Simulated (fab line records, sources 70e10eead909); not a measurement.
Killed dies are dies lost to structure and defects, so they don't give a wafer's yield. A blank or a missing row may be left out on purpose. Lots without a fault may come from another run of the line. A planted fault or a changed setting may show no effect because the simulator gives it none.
fab line records | flow nand_harc
record lots=24 wafers=72 last_day=33
route steps=1302 shown A_CONTACT@1094 A_BLC@1128 A_M0@1156 A_M1@1186 A_BONDPAD@1215
lots that met no fault: from a run of the same line without faults
start_h: hours from the record's first day to the start of the lot's first wafer shown | wait_h: hours since the lot's step before | " the same as in the row above | L1.1+2: a row that stands for several wafers | - no value, or no start given | * or withheld: withheld | < > ~ a bound
route shown NAME@n: a module of which the file shows steps, and the number in the route of the first | usual: mean/standard deviation of fault-free wafers | same: alike in all rows | chamber/n: place in a boat | sites: the reading at each site | _std_site: their standard deviation | _edge_site: outer sites' mean less inner sites' | radius_mm: how far each site lies from the wafer's centre | mask NAME#n: copy n | behind: the tool/chamber that last shaped the wafer | hold: why the lot was held/for how many hours/how that ended | device: the transistor (n, p or np) that didn't switch | end of line: the same wafers' tests at the end of the route | a step without rows: its recipe alone | killed: dies lost to structure and defects at the first sort, not the wafer's yield | map: a wafer's dies, x killed, . not, _ none there
set.NAME: the setting as run; set.NAME@STEP: as run at that earlier step | model.NAME: the simulator's own value behind a step, which no gauge read
steps of the route over a sample of lots; a table a step, a row a wafer
services: from which hour (start_h, from the record's first day; less than 0 if before it) a tool's chamber was out of use, for how many hours, and why
## steps
# step NHARC_A_CONTACT_CD_MEAS_15
# usual cd_nm=190.2/0.58
# columns lot.wafer tool chamber start_h wait_h cd_nm
L074.2 cd_sem-02 - 513.15 - 190.8
L074.3 " - " " 190.6
L074.5 " - " " 190.5
L075.2 cd_sem-01 - 516.15 - 190.5
L075.3 " - " " 191.1
L075.5 " - " " 190.3
L076.3 cd_sem-02 - 526.75 - 189.5
L076.5 " - " " 190.0
L076.6 " - " " 189.5
L077.2 cd_sem-02 - 553.77 - 189.6
L077.4 " - " " 190.3
L077.6 " - " " 189.6
L079.2 cd_sem-03 - 557.55 - 190.3
L079.5 " - " " 190.7
L079.6 " - " " 190.9
L078.3 cd_sem-02 - 562.41 - 189.4
L078.4 " - " " 190.3
L078.5 " - " " 189.5
L080.3 cd_sem-03 - 575.24 - 190.2
L080.4 " - " " 190.1
L080.6 " - " " 190.3
L082.2 cd_sem-02 - 596.84 - 190.2
L082.4 " - " " 190.4
L082.5 " - " " 190.4
L081.2 cd_sem-01 - 598.21 - 190.9
L081.4 " - " " 190.0
L081.6 " - " " 190.5
L084.3 cd_sem-01 - 602.34 - 190.7
L084.4 " - " " 190.6
L084.6 " - " " 191.1
L083.2 cd_sem-02 - 603.71 - 189.7
L083.3 " - " " 189.9
L083.4 " - " " 190.8
L085.2 cd_sem-03 - 630.20 - 190.9
L085.3 " - " " 190.4
L085.5 " - " " 190.0
L086.4 cd_sem-02 - 631.77 - 189.4
L086.5 " - " " 188.9
L086.6 " - " " 189.4
L088.2 cd_sem-03 - 647.11 - 189.2
L088.3 " - " " 189.1
L088.6 " - " " 188.7
L087.3 cd_sem-03 - 648.41 - 190.0
L087.4 " - " " 190.2
L087.6 " - " " 189.9
L089.2 cd_sem-03 - 649.70 - 190.7
L089.3 " - " " 190.4
L089.4 " - " " 190.4
L090.4 cd_sem-02 - 674.14 - 189.1
L090.5 " - " " 189.7
L090.6 " - " " 189.9
L091.3 cd_sem-02 - 678.42 - 191.0
L091.4 " - " " 189.9
L091.5 " - " " 190.7
L093.1 cd_sem-03 - 690.49 - 190.6
L093.5 " - " " 191.0
L093.6 " - " " 190.6
L092.3 cd_sem-02 - 694.03 - 190.0
L092.4 " - " " 190.6
L092.5 " - " " 190.2
L094.1 cd_sem-01 - 707.07 - 191.0
L094.3 " - " " 190.9
L094.6 " - " " 191.0
L095.1 cd_sem-03 - 721.14 - 190.8
L095.4 " - " " 190.1
L095.5 " - " " 190.3
L097.1 cd_sem-01 - 727.52 - 188.5
L097.3 " - " " 189.1
L097.5 " - " " 190.1
L096.2 cd_sem-02 - 733.24 - 189.4
L096.4 " - " " 189.7
L096.5 " - " " 190.1
# step NHARC_A_CONTACT_STRIP_26
# recipe o2_flow_sccm=500 ar_flow_sccm=0 bias_w=0 chemistry=O2
# usual drypump_motor_current_A=5.9/0.51 oes_product_au=1.002/0.011 rf_vpp_V=57.7/0.91 showerhead_plenum_p_Torr=3.51/0.17 throttle_valve_pct=17.035/0.0096
# columns lot.wafer tool chamber start_h wait_h drypump_motor_current_A oes_product_au rf_hours_counter_h rf_vpp_V showerhead_plenum_p_Torr throttle_valve_pct
L074.3 rie_diel-11 3 - - 6.3 1.005 19 59.0 3.61 17.059
L074.2 " 0 " " 5.3 1.002 18 57.9 3.73 17.018
L074.5 " 0 " " 5.3 1.006 - 58.2 3.73 17.035
L075.3 rie_diel-13 3 - - 5.2 1.009 26 56.7 3.36 17.027
L075.2 " 0 " " 6.5 0.990 28 59.1 3.73 17.030
L075.5 " 1 " " 5.2 0.991 - 57.3 3.31 17.043
L076.3 rie_diel-11 3 - - 6.3 0.992 25 58.6 3.60 17.050
L076.5 " 3 " " 6.3 1.008 - 58.1 3.60 17.038
L076.6 " 0 " " 5.3 1.018 - 57.3 3.72 17.042
L077.2 rie_diel-13 0 - - 6.5 1.010 5 57.7 3.73 17.040
L077.4 " 1 " " 5.2 0.991 5 57.9 3.30 17.022
L077.6 " 0 " " 6.5 0.998 - 57.6 3.73 17.038
L079.2 rie_diel-10 2 - - 5.5 1.017 40 59.4 3.78 17.036
L079.6 " 0 " " 6.3 1.004 - 56.6 3.46 17.035
L079.5 " 1 " " 6.1 0.997 - 56.5 3.41 17.035
L078.4 rie_diel-13 3 - - 5.2 0.995 7 57.3 3.35 17.041
L078.3 " 2 " " 5.9 0.982 7 58.5 3.34 17.039
L078.5 " 3 " " 5.2 0.992 - 59.0 3.35 17.038
L080.3 rie_diel-11 2 - - 5.6 1.007 39 56.7 3.36 17.033
L080.4 " 0 " " 5.3 1.012 43 59.0 3.71 17.015
L080.6 " 3 " " 6.3 1.003 - 58.1 3.59 17.056
L082.4 rie_diel-13 1 - - 5.2 0.992 13 57.5 3.30 17.042
L082.2 " 3 " " 5.2 0.992 13 58.0 3.35 17.047
L082.5 " 0 " " 6.5 1.008 - 59.9 3.72 17.020
L081.4 rie_diel-13 2 - - 5.9 0.992 14 56.3 3.34 17.031
L081.2 " 3 " " 5.2 0.985 14 57.4 3.35 17.047
L081.6 " 1 " " 5.2 0.991 - 57.4 3.30 17.035
L084.3 rie_diel-13 2 - - 5.9 0.987 15 57.9 3.34 17.051
L084.4 " 3 " " 5.2 0.988 14 57.0 3.35 17.044
L084.6 " 3 " " 5.1 1.000 - 57.2 3.35 17.049
L083.3 rie_diel-11 0 - - 5.3 1.008 55 59.2 3.71 17.032
L083.4 " 1 " " 6.4 1.015 51 58.0 3.56 17.022
L083.2 " 2 " " 5.6 1.002 47 57.0 3.36 17.035
L085.2 rie_diel-10 1 - - 6.1 0.999 6 58.3 3.40 17.036
L085.3 " 0 " " 6.3 1.008 6 57.7 3.45 17.039
L085.5 " 3 " " 6.1 1.011 - 59.4 3.54 17.023
L086.4 rie_diel-13 3 - - 5.2 1.000 20 58.2 3.35 17.022
L086.6 " 3 " " 5.2 1.005 - 57.0 3.35 17.028
L086.5 " 0 " " 6.6 0.991 - 58.4 3.72 17.050
L087.4 rie_diel-13 0 - - 6.5 0.992 22 57.6 3.72 17.032
L087.3 " 1 " " 5.2 0.984 22 57.5 3.30 17.044
L087.6 " 3 " " 5.2 0.988 - 57.6 3.34 17.029
L088.2 rie_diel-11 2 - - 5.6 1.017 9 57.0 3.35 17.047
L088.3 " 1 " " 6.4 1.006 5 57.0 3.56 17.036
L088.6 " 3 " " 6.3 1.014 - 56.8 3.58 17.033
L089.3 rie_diel-10 1 - - 6.1 1.005 15 57.5 3.40 17.031
L089.2 " 2 " " 5.5 1.010 8 57.7 3.77 17.044
L089.4 " 0 " " 6.3 1.010 14 56.2 3.45 17.035
L090.4 rie_diel-10 3 - - 6.1 0.998 20 57.0 3.53 17.030
L090.5 " 1 " " 6.1 0.999 - 56.3 3.39 17.023
L090.6 " 2 " " 5.5 1.008 - 58.4 3.77 17.019
L091.3 rie_diel-13 1 - - 5.1 0.994 24 57.9 3.30 17.039
L091.5 " 3 " " 5.2 0.993 - 56.7 3.34 17.033
L091.4 " 0 " " 6.5 1.006 - 57.7 3.72 17.043
L093.1 rie_diel-11 3 - - 6.3 1.012 26 57.5 3.57 17.032
L093.6 " 0 " " 5.3 1.008 - 57.0 3.69 17.020
L093.5 " 1 " " 6.4 1.016 - 58.1 3.55 17.038
L092.3 rie_diel-10 2 - - 5.5 1.025 21 58.4 3.76 17.024
L092.4 " 0 " " 6.3 0.989 28 57.1 3.44 17.028
L092.5 " 1 " " 6.1 0.987 - 58.0 3.39 17.035
L094.3 rie_diel-10 2 - - 5.5 1.015 28 58.1 3.76 17.033
L094.1 " 0 " " 6.3 1.003 34 56.9 3.44 17.038
L094.6 " 1 " " 6.1 0.998 - 58.8 3.38 17.033
L095.1 rie_diel-10 1 - - 6.1 1.000 40 56.8 3.38 17.026
L095.4 " 2 " " 5.5 1.027 32 57.7 3.76 17.054
L095.5 " 0 " " 6.3 1.010 - 59.3 3.43 17.028
L097.1 rie_diel-10 0 - - 6.3 0.987 39 59.0 3.43 17.053
L097.3 " 2 " " 5.5 1.009 33 57.8 3.76 17.048
L097.5 " 2 " " 5.5 1.009 - 59.2 3.76 17.058
L096.4 rie_diel-13 0 - - 6.5 1.011 5 58.2 3.71 17.040
L096.2 " 2 " " 5.9 0.988 4 57.2 3.33 17.036
L096.5 " 3 " " 5.2 0.994 - 55.3 3.34 17.047
# step NHARC_A_BLC_DEGAS_30
# recipe temp_c=300 time_s=60
# usual heater_power_w=460/46 susceptor_temp_C=300.00/0.19
# same time_s=60
# columns lot.wafer tool chamber start_h wait_h heater_power_w susceptor_temp_C
L074.2 pvd_sputter-03 - 517.91 - 494 300.12
L074.3 " - " " 456 299.91
L074.5 " - " " 485 300.06
L075.2 pvd_sputter-03 - 520.94 - 445 299.89
L075.3 " - " " 437 300.19
L075.5 " - " " 500 300.36
L076.3 pvd_sputter-01 - 531.45 - 452 299.77
L076.5 " - " " 451 300.13
L076.6 " - " " 520 299.98
L077.2 pvd_sputter-01 - 559.45 - 436 299.95
L077.4 " - " " 530 300.03
L077.6 " - " " 415 299.96
L079.2 pvd_sputter-02 - 562.25 - 379 300.23
L079.6 " - " " 378 299.98
L079.5 " - " " 492 300.01
L078.4 pvd_sputter-02 - 567.00 - 496 -
L078.3 " - " " 378 -
L078.5 " - " " 517 -
L080.3 pvd_sputter-01 - 579.85 - 425 300.18
L080.4 " - " " 523 300.13
L080.6 " - " " 409 300.00
L082.2 pvd_sputter-03 - 601.57 - 567 299.73
L082.4 " - " " 484 299.69
L082.5 " - " " 444 299.70
L081.2 pvd_sputter-02 - 602.91 - 377 299.71
L081.4 " - " " 474 300.16
L081.6 " - " " 372 300.12
L084.4 pvd_sputter-01 - 607.34 - 445 -
L084.3 " - " " 434 -
L084.6 " - " " 527 -
L083.2 pvd_sputter-02 - 608.41 - 499 300.04
L083.4 " - " " 445 300.00
L083.3 " - " " 378 300.08
L085.3 pvd_sputter-01 - 635.00 - 452 300.03
L085.2 " - " " 445 299.91
L085.5 " - " " 427 299.98
L086.4 pvd_sputter-02 - 636.48 - 486 299.90
L086.6 " - " " 493 300.18
L086.5 " - " " 475 299.98
L087.4 pvd_sputter-03 - 653.10 - 498 300.12
L087.3 " - " " 432 300.11
L087.6 " - " " 572 299.76
L088.2 pvd_sputter-02 - 653.34 - 384 300.15
L088.3 " - " " 456 300.14
L088.6 " - " " 385 300.33
L089.2 pvd_sputter-02 - 654.27 - 458 299.90
L089.3 " - " " 394 300.45
L089.4 " - " " 473 300.23
L090.4 pvd_sputter-02 - 678.97 - 460 300.09
L090.5 " - " " 463 300.02
L090.6 " - " " 484 299.67
L091.4 pvd_sputter-02 - 683.30 - 459 -
L091.3 " - " " 466 -
L091.5 " - " " 482 -
L093.1 pvd_sputter-03 - 695.04 - 435 -
L093.5 " - " " 449 -
L093.6 " - " " 428 -
L092.4 pvd_sputter-01 - 698.71 - 427 300.29
L092.3 " - " " 530 300.10
L092.5 " - " " 427 300.03
L094.3 pvd_sputter-02 - 711.63 - 472 300.11
L094.1 " - " " 455 300.15
L094.6 " - " " 441 299.86
L095.4 pvd_sputter-01 - 725.84 - 431 299.89
L095.1 " - " " 450 300.13
L095.5 " - " " 439 300.34
L097.1 pvd_sputter-01 - 732.31 - 430 299.88
L097.3 " - " " 551 299.90
L097.5 " - " " 425 299.90
L096.2 pvd_sputter-02 - 737.95 - 488 300.14
L096.4 " - " " 395 300.25
L096.5 " - " " 485 300.41
# step NHARC_A_M0_DEGAS_28
# recipe temp_c=250 time_s=60
# usual heater_power_w=332/33 susceptor_temp_C=250.01/0.17
# same time_s=60
# columns lot.wafer tool chamber start_h wait_h heater_power_w susceptor_temp_C
L074.2 pvd_sputter-01 - 521.22 - 322 -
L074.3 " - " " 321 -
L074.5 " - " " 381 -
L075.3 pvd_sputter-03 - 524.80 - 392 249.71
L075.2 " - " " 327 250.05
L075.5 " - " " 359 250.34
L076.3 pvd_sputter-01 - 534.83 - 316 249.98
L076.5 " - " " 296 250.09
L076.6 " - " " 315 250.04
L077.2 pvd_sputter-02 - 563.41 - 274 250.16
L077.4 " - " " 358 250.08
L077.6 " - " " 345 250.19
L079.2 pvd_sputter-03 - 565.65 - 319 250.12
L079.5 " - " " 317 250.10
L079.6 " - " " 306 249.93
L078.4 pvd_sputter-01 - 570.38 - 298 -
L078.3 " - " " 316 -
L078.5 " - " " 305 -
L080.4 pvd_sputter-01 - 583.13 - 311 -
L080.3 " - " " 376 -
L080.6 " - " " 306 -
L082.4 pvd_sputter-01 - 605.02 - 308 249.87
L082.2 " - " " 371 250.24
L082.5 " - " " 305 250.00
L081.4 pvd_sputter-03 - 606.36 - 346 -
L081.2 " - " " 319 -
L081.6 " - " " 299 -
L084.4 pvd_sputter-03 - 610.72 - 314 250.08
L084.3 " - " " 361 250.18
L084.6 " - " " 325 250.26
L083.3 pvd_sputter-01 - 611.82 - 320 249.92
L083.4 " - " " 307 249.98
L083.2 " - " " 314 249.79
L085.3 pvd_sputter-01 - 638.66 - 310 250.20
L085.2 " - " " 307 249.81
L085.5 " - " " 319 249.96
L086.4 pvd_sputter-01 - 639.89 - 295 249.80
L086.6 " - " " 320 249.95
L086.5 " - " " 302 249.73
L087.4 pvd_sputter-03 - 656.48 - 316 249.85
L087.3 " - " " 351 250.12
L087.6 " - " " 316 249.89
L088.2 pvd_sputter-03 - 656.94 - 310 -
L088.3 " - " " 309 -
L088.6 " - " " 347 -
L089.4 pvd_sputter-02 - 658.22 - 321 250.14
L089.2 " - " " 285 249.70
L089.3 " - " " 338 250.04
L090.4 pvd_sputter-03 - 683.27 - 317 250.07
L090.5 " - " " 349 250.04
L090.6 " - " " 398 250.07
L091.3 pvd_sputter-01 - 686.73 - 372 250.10
L091.4 " - " " 305 249.91
L091.5 " - " " 321 250.52
L093.1 pvd_sputter-02 - 698.74 - 346 250.03
L093.6 " - " " 346 250.07
L093.5 " - " " 320 250.28
L092.3 pvd_sputter-01 - 702.08 - 327 249.86
L092.4 " - " " 378 249.88
L092.5 " - " " 315 249.91
L094.1 pvd_sputter-02 - 715.19 - 331 250.28
L094.3 " - " " 281 250.15
L094.6 " - " " 333 250.05
L095.4 pvd_sputter-03 - 729.94 - 301 250.19
L095.1 " - " " 358 249.96
L095.5 " - " " 303 250.07
L097.1 pvd_sputter-02 - 735.67 - 321 250.11
L097.3 " - " " 343 249.86
L097.5 " - " " 340 250.05
L096.2 pvd_sputter-03 - 741.48 - 302 -
L096.4 " - " " 354 -
L096.5 " - " " 403 -
# step NHARC_A_M1_STRIP_18
# recipe power_w=1000 n2_flow_sccm=150 h2_flow_sccm=150 ar_flow_sccm=0 bias_w=0 chemistry=N2/H2
# usual drypump_motor_current_A=5.8/0.49 oes_product_au=1.000/0.012 rf_vpp_V=91.0/0.94 showerhead_plenum_p_Torr=2.09/0.066 throttle_valve_pct=14.171/0.0098
# columns lot.wafer tool chamber start_h wait_h drypump_motor_current_A oes_product_au rf_hours_counter_h rf_vpp_V showerhead_plenum_p_Torr throttle_valve_pct
L074.2 rie_diel-04 1 524.83 0.1 5.3 1.012 9.7 91.7 2.16 14.157
L074.3 " 2 " " 5.2 1.009 9.5 91.3 2.19 14.162
L074.5 " 3 " " 6.2 0.995 - 90.9 2.12 14.173
L075.2 rie_diel-01 0 528.25 0.1 6.4 1.008 7.6 91.5 2.08 14.184
L075.3 " 2 " " 4.9 1.009 7.0 89.7 2.02 14.161
L075.5 " 3 " " 5.8 0.983 - 89.6 2.05 14.172
L076.3 rie_diel-01 1 538.61 0.1 6.2 0.991 8.6 89.5 1.95 14.173
L076.6 " 2 " " 4.9 1.008 - 90.3 2.01 14.167
L076.5 " 3 " " 5.8 0.993 - 91.6 2.05 14.168
L077.2 rie_diel-04 3 567.01 0.1 6.2 1.011 1.3 92.1 2.12 14.179
L077.4 " 0 " " 6.3 1.017 0.4 91.1 2.15 14.157
L077.6 " 0 " " 6.3 1.029 - 90.4 2.15 14.170
L079.2 rie_diel-04 2 569.27 0.2 5.2 1.012 1.4 91.8 2.19 14.179
L079.6 " 3 " " 6.1 1.004 - 91.4 2.12 14.168
L079.5 " 0 " " 6.3 1.021 - 90.7 2.15 14.177
L078.3 rie_diel-04 1 573.80 0.1 5.4 0.989 1.6 90.9 2.15 14.166
L078.4 " 2 " " 5.2 1.014 1.5 91.6 2.19 14.173
L078.5 " 0 " " 6.3 1.018 - 91.5 2.15 14.181
L080.3 rie_diel-01 0 586.65 0.1 6.4 1.003 2.1 90.8 2.08 14.159
L080.4 " 2 " " 4.9 1.017 2.1 90.2 2.01 14.159
L080.6 " 0 " " 6.4 1.000 - 92.7 2.08 14.169
L082.2 rie_diel-01 3 609.45 0.1 5.8 0.992 3.1 90.1 2.05 14.183
L082.4 " 1 " " 6.1 0.997 3.2 91.6 1.95 14.189
L082.5 " 3 " " 5.8 0.996 - 90.9 2.05 14.180
L081.4 rie_diel-01 1 609.98 0.1 6.2 0.999 3.2 91.7 1.95 14.158
L081.2 " 2 " " 4.9 1.030 3.2 91.3 2.01 14.168
L081.6 " 1 " " 6.1 0.991 - 90.2 1.95 14.169
L084.4 rie_diel-01 2 614.26 0.1 4.9 1.019 3.2 91.2 2.01 14.180
L084.3 " 3 " " 5.8 0.998 3.3 91.7 2.05 14.165
L084.6 " 2 " " 4.9 1.035 - 90.0 2.01 14.174
L083.3 rie_diel-05 0 615.22 0.1 6.1 0.992 0.6 90.5 2.13 14.174
L083.4 " 1 " " 5.7 1.007 0.5 90.8 2.07 14.176
L083.2 " 2 " " 5.0 0.977 0.6 91.6 2.14 14.181
L085.3 rie_diel-05 2 642.17 0.1 5.1 0.990 1.6 90.8 2.14 14.153
L085.2 " 3 " " 5.9 0.995 1.9 90.9 2.13 14.176
L085.5 " 2 " " 5.1 0.982 - 92.1 2.14 14.184
L086.4 rie_diel-01 3 643.49 0.1 5.8 0.999 6.0 91.5 2.05 14.179
L086.6 " 0 " " 6.4 1.003 - 89.9 2.08 14.163
L086.5 " 1 " " 6.2 0.993 - 89.5 1.95 14.151
L087.3 rie_diel-05 2 660.07 0.1 5.0 0.976 1.9 92.2 2.14 14.171
L087.4 " 3 " " 5.9 0.988 2.2 91.6 2.13 14.183
L087.6 " 2 " " 5.0 0.997 - 91.9 2.14 14.169
L088.3 rie_diel-04 0 660.52 0.1 6.3 1.031 6.7 91.4 2.15 14.163
L088.2 " 1 " " 5.4 0.996 6.5 91.5 2.15 14.191
L088.6 " 3 " " 6.2 1.001 - 90.8 2.12 14.163
L089.2 rie_diel-01 0 662.31 0.1 6.4 1.002 7.4 91.9 2.08 14.165
L089.3 " 1 " " 6.1 1.002 6.9 89.2 1.95 14.173
L089.4 " 3 " " 5.8 0.995 6.8 89.7 2.05 14.169
L090.4 rie_diel-05 3 686.77 0.1 5.9 0.987 3.0 90.5 2.13 14.153
L090.5 " 3 " " 5.9 0.989 - 93.1 2.13 14.183
L090.6 " 0 " " 6.1 0.990 - 92.2 2.13 14.183
L091.4 rie_diel-01 0 690.22 0.1 6.4 0.994 8.8 91.3 2.07 14.184
L091.3 " 3 " " 5.7 0.988 7.5 89.5 2.05 14.170
L091.5 " 1 " " 6.2 0.991 - 91.3 1.95 14.160
L093.1 rie_diel-04 3 702.31 0.1 6.1 1.004 9.6 91.3 2.12 14.185
L093.6 " 1 " " 5.4 0.996 - 90.6 2.15 14.163
L093.5 " 2 " " 5.2 1.009 - 92.9 2.19 14.171
L092.3 rie_diel-05 0 705.58 0.1 6.1 0.984 3.8 89.7 2.13 14.179
L092.4 " 1 " " 5.7 1.001 3.2 92.6 2.07 14.182
L092.5 " 3 " " 5.9 0.984 - 91.3 2.13 14.150
L094.1 rie_diel-05 0 718.74 0.1 6.1 0.990 4.0 91.3 2.13 14.148
L094.3 " 2 " " 5.0 0.987 3.9 91.8 2.14 14.171
L094.6 " 1 " " 5.7 0.993 - 90.2 2.07 14.165
L095.4 rie_diel-05 0 733.44 0.1 6.1 0.991 4.7 92.0 2.13 14.159
L095.1 " 3 " " 5.9 0.991 5.0 91.2 2.13 14.171
L095.5 " 0 " " 6.1 0.991 - 91.9 2.13 14.172
L097.1 rie_diel-04 2 740.27 0.1 5.2 1.018 0.9 90.7 2.19 14.169
L097.3 " 1 " " 5.3 0.997 1.0 90.0 2.15 14.169
L097.5 " 2 " " 5.2 1.009 - 92.5 2.19 14.181
L096.4 rie_diel-04 2 745.01 0.1 5.2 1.020 1.3 91.6 2.19 14.175
L096.2 " 3 " " 6.1 0.988 1.1 91.2 2.12 14.153
L096.5 " 2 " " 5.2 1.015 - 92.0 2.19 14.170
# step NHARC_A_BONDPAD_CD_MEAS_09
# recipe target_cd_nm=500 landing_energy_ev=500
# usual cd_nm=499.6/1.9
# columns lot.wafer tool chamber start_h wait_h cd_nm
L074.2 cd_sem-01 0 528.78 - 502.9
L074.3 " 0 " " 500.8
L074.5 " 0 " " 498.0
L075.2 cd_sem-02 0 532.36 - 496.9
L075.3 " 0 " " 496.9
L075.5 " 0 " " 499.1
L076.3 cd_sem-01 0 542.70 - 500.4
L076.5 " 0 " " 498.1
L076.6 " 0 " " 501.9
L077.2 cd_sem-01 0 571.14 - 503.7
L077.4 " 0 " " 502.5
L077.6 " 0 " " 503.8
L079.2 cd_sem-03 0 573.38 - 501.6
L079.5 " 0 " " 501.5
L079.6 " 0 " " 500.5
L078.3 cd_sem-02 0 577.79 - 499.0
L078.4 " 0 " " 497.5
L078.5 " 0 " " 500.2
L080.3 cd_sem-03 0 590.77 - 500.5
L080.4 " 0 " " 498.3
L080.6 " 0 " " 499.8
L082.2 cd_sem-02 0 613.45 - 500.1
L082.4 " 0 " " 498.7
L082.5 " 0 " " 501.4
L081.2 cd_sem-02 0 614.08 - 503.0
L081.4 " 0 " " 501.4
L081.6 " 0 " " 500.4
L084.3 cd_sem-02 0 618.42 - 497.5
L084.4 " 0 " " 500.6
L084.6 " 0 " " 499.6
L083.2 cd_sem-03 0 619.35 - 497.9
L083.3 " 0 " " 501.4
L083.4 " 0 " " 498.8
L085.2 cd_sem-03 0 646.14 - 498.7
L085.3 " 0 " " 500.4
L085.5 " 0 " " 497.0
L086.4 cd_sem-03 0 647.47 - 500.4
L086.5 " 0 " " 499.3
L086.6 " 0 " " 498.2
L087.3 cd_sem-03 0 664.91 - 498.6
L087.4 " 0 " " 499.8
L087.6 " 0 " " 498.9
L088.2 cd_sem-03 0 665.26 - 496.0
L088.3 " 0 " " 499.1
L088.6 " 0 " " 497.1
L089.2 cd_sem-03 0 666.33 - 499.9
L089.3 " 0 " " 497.7
L089.4 " 0 " " 496.1
L090.4 cd_sem-01 0 690.79 - 498.9
L090.5 " 0 " " 500.2
L090.6 " 0 " " 501.6
L091.3 cd_sem-02 0 694.37 - 498.0
L091.4 " 0 " " 499.6
L091.5 " 0 " " 497.7
L093.1 cd_sem-01 0 706.40 - 499.6
L093.5 " 0 " " 501.6
L093.6 " 0 " " 499.6
L092.3 cd_sem-03 0 709.71 - 498.8
L092.4 " 0 " " 498.1
L092.5 " 0 " " 497.2
L094.1 cd_sem-03 0 723.04 - 502.8
L094.3 " 0 " " 503.9
L094.6 " 0 " " 499.9
L095.1 cd_sem-03 0 737.67 - 497.0
L095.4 " 0 " " 497.7
L095.5 " 0 " " 499.0
L097.1 cd_sem-01 0 744.41 - 499.8
L097.3 " 0 " " 496.2
L097.5 " 0 " " 497.9
L096.2 cd_sem-02 0 755.17 - 502.3
L096.4 " 0 " " 501.5
L096.5 " 0 " " 499.5
## services
# columns tool chamber start_h hours kind
rie_diel-01 3 494.40 2.5 repair
rie_diel-13 2 515.42 8.9 repair
rie_diel-13 - 519.50 9.0 pm
pvd_sputter-03 - 526.01 10.0 pm
pvd_sputter-02 - 533.43 6.7 repair
pvd_sputter-03 - 538.64 4.8 repair
rie_diel-01 0 541.97 4.3 repair
rie_diel-01 - 557.99 9.0 pm
pvd_sputter-02 - 572.80 15.3 repair
rie_diel-13 0 581.21 2.0 repair
pvd_sputter-01 - 588.01 10.0 pm
pvd_sputter-02 - 610.30 15.0 repair
pvd_sputter-03 - 631.29 2.7 repair
pvd_sputter-02 - 638.08 10.0 pm
pvd_sputter-01 - 642.25 21.2 repair
rie_diel-13 2 656.08 23.4 repair
rie_diel-13 0 658.12 8.8 repair
rie_diel-13 - 661.48 13.2 repair
rie_diel-01 3 668.97 14.9 repair
rie_diel-13 - 681.11 1.4 repair
rie_diel-13 - 696.50 9.0 pm
pvd_sputter-03 - 704.01 10.0 pm
rie_diel-01 - 734.99 9.0 pm
rie_diel-13 3 742.11 7.4 repair
## key
fault none
